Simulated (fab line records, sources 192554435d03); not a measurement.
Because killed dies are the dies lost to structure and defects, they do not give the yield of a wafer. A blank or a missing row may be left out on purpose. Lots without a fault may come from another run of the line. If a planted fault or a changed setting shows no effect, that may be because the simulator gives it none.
Struck lot and sound lot, side by side + flow n5_finfet + 18 steps out of a route of 1938
Sound: the wafers L628.3, L628.4, L628.5. Struck: wafers L626.1, L626.2, L626.3. Last of all comes the cause.
For every step that has rows: the tool of each side, followed by ch and its chambers, followed by its first start. Under that, the readings that differ: sound wafers + struck wafers + difference of the means + sigmas: that difference in standard deviations of wafers without a fault.
alike: a reading whose means differ by less than 2 such deviations, as well as words and numbers matching on both sides. not compared: withheld readings; readings where some wafer has no value; bounds like >300 that might hide an equal value; numbers whose values overlap and for which the record gives no deviation.
A row with sigmas, a row that says differs or no value, or rows on one side alone: a step with any of these is where the two part. Numbers that don't overlap but have no deviation are shown without sigmas and don't part them. Lack of a reading on every wafer of one side parts them only where that side has two or more wafers.

N5_FIN_SAQP_HM_DEP_03: deposits SiNx from SiH4/NH3/N2, target thk 38 nm, time 33.6 s.
  sound on pecvd-03 ch 1,2, day 4 20:25; struck on pecvd-04 ch 0,1,2, day 4 09:28
  alike: heater_power_w, showerhead_plenum_p_Torr, throttle_valve_pct
N5_FIN_SAQP_THK_MEAS_05:
  sound on film_metro-02 at day 4 20:31; struck on film_metro-02 at day 4 09:34
  alike: thk_nm
N5_FIN_SAQP_PECVD_47: deposits a-Si from SiH4/He, target thk 45 nm, time 36.3 s.
  sound on pecvd-04 ch 0,2, day 4 20:33; struck on pecvd-03 ch 0,1,2, day 4 09:35
  alike: heater_power_w, showerhead_plenum_p_Torr, throttle_valve_pct
N5_FIN_SAQP_PECVD_48: deposits SiNx from SiH4/NH3/N2, target thk 25 nm, time 22.1 s.
  sound on pecvd-04 ch 0,2, day 4 20:35; struck on pecvd-03 ch 0,1,2, day 4 09:38
  alike: heater_power_w, showerhead_plenum_p_Torr, throttle_valve_pct
N5_FIN_SAQP_PECVD_06: deposits a-Si from SiH4/He, target thk 60 nm, time 48.1 s.
  sound on pecvd-04 ch 0,2, day 4 20:38; struck on pecvd-03 ch 0,1,2, day 4 09:41
  alike: heater_power_w, showerhead_plenum_p_Torr, throttle_valve_pct
N5_FIN_SAQP_THK_MEAS_07:
  sound on film_metro-02 at day 4 20:43; struck on film_metro-02 at day 4 09:46
| reading     | sound          | struck         | difference | sigmas |
|-------------|----------------|----------------|------------|--------|
| thk_nm (nm) | 60.5 60.8 60.4 | 59.2 58.6 58.6 | -1.8       | -2     |
N5_FIN_SAQP_HM_DEP_72: deposits SiO2 from SiH4/N2O, target thk 12 nm, time 7.2 s.
  sound on pecvd-03 ch 0,2, day 4 20:46; struck on pecvd-04 ch 0,1,2, day 4 09:48
  alike: heater_power_w, showerhead_plenum_p_Torr
then, 5 steps without rows for these wafers: N5_FIN_SAQP_COAT_49 (time 60 s, resist thk 100 nm); N5_FIN_SAQP_COAT_50 (time 60 s, resist thk 35 nm); N5_FIN_SAQP_COAT_10 (resist thk 90 nm); N5_FIN_SAQP_EBR_12; N5_FIN_SAQP_SOFTBAKE_11 (time 60 s).
N5_FIN_SAQP_EXPOSE_13: exposes mask FIN CORE, target cd 35.6 nm.
  sound on arfi_scanner-03 ch 0, day 4 21:05; struck on arfi_scanner-01 ch 0, day 4 10:00
| reading              | sound             | struck            | difference | sigmas |
|----------------------|-------------------|-------------------|------------|--------|
| exposure_dose_mJ_cm2 | 63.24 63.28 63.28 | 59.73 59.65 59.77 | -3.55      | -57    |
  alike: mask
then, 2 steps without rows for these wafers: N5_FIN_SAQP_PEB_14 (peb time 60 s); N5_FIN_SAQP_DEVELOP_15 (develop time 30 s).
N5_FIN_SAQP_CD_MEAS_16: target cd 35.6 nm.
  sound on cd_sem-03 ch 0, day 4 21:13; struck on cd_sem-02 ch 0, day 4 10:08
| reading    | sound             | struck            | difference | sigmas |
|------------|-------------------|-------------------|------------|--------|
| cd_nm (nm) | 35.44 35.49 35.44 | 36.98 36.58 36.93 | +1.37      | +5     |
N5_FIN_SAQP_OVL_MEAS_17:
  sound on overlay-02 ch 0, day 4 21:14; struck on overlay-02 ch 0, day 4 10:10
| reading           | sound         | struck      | difference | sigmas |
|-------------------|---------------|-------------|------------|--------|
| FIN_CORE_OVL (nm) | 0.8 -1.2 -1.7 | 1.0 1.5 1.4 | +2.0       | +2     |
N5_PASSIVATION_PROBE_49:
  the record holds rows for the sound wafers here (prober-01, day 15 09:39) but none for the struck ones

WHERE THEY PART
Earliest at N5_FIN_SAQP_THK_MEAS_07; latest, in this record, at N5_PASSIVATION_PROBE_49.

WHY: what had been put in by the simulator
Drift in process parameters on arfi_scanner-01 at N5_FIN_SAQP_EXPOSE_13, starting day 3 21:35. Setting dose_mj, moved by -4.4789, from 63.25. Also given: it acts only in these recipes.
